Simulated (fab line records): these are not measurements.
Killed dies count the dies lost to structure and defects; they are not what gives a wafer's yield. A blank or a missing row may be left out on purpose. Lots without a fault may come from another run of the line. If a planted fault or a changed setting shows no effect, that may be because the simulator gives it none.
Which tool did it? + flow nandHarc + 36 wafers sampled from 12 lots at 1 step of a route of 1302

== WHAT EACH GAUGE READ, for each wafer ==
NHARC_A_ONON_D2_THK_MEAS_02: measures by ellipsometry.
| lot  | measured     | on           | thkNm (nm)     |
|------|--------------|--------------|----------------|
| L075 | day 12 13:23 | filmMetro-02 | 979 980 980    |
| L077 | day 13 11:15 | filmMetro-01 | 994 995 995    |
| L080 | day 14 10:43 | filmMetro-02 | 1007 1008 1009 |
| L081 | day 15 04:55 | filmMetro-01 | 1010 1009 1009 |
| L084 | day 16 12:52 | filmMetro-01 | 1002 1002 1001 |
| L086 | day 17 10:22 | filmMetro-02 | 1008 1006 1007 |
| L087 | day 18 11:53 | filmMetro-02 | 1004 1002 1004 |
| L089 | day 18 17:23 | filmMetro-01 | 992 995 993    |
| L091 | day 19 18:25 | filmMetro-02 | 991 992 992    |
| L093 | day 19 21:05 | filmMetro-02 | 1009 1007 1008 |
| L095 | day 21 16:29 | filmMetro-02 | 1010 1009 1009 |
| L097 | day 22 05:04 | filmMetro-01 | 990 989 989    |

== EACH LOT AND THE TOOL THAT RAN IT (in order: tool; ch and the chambers of the sampled wafers; start) ==
The record shows no process step preceding these readings.

== THE ANSWER, worked out from the rows above alone ==
Rule: the lots themselves supply what counts as usual. The widest of any qualifying gaps counts: lots, ordered by their means at a reading, are off when they make up no more than a third of the lots, leave a main group of 4 or more, and stand apart from it by 3 or more times the standard deviation of that group's means. A main group whose means are all the same, to the digits that the tables above print for the reading, isn't used. Also off: a lot with no number at a reading for which 4 or more lots have one. The other lots that the step has rows for count as sound.
Across all readings shown, no lot is off: no conclusion can be drawn from this.

== WHAT THE SIMULATOR HAD PUT IN ==
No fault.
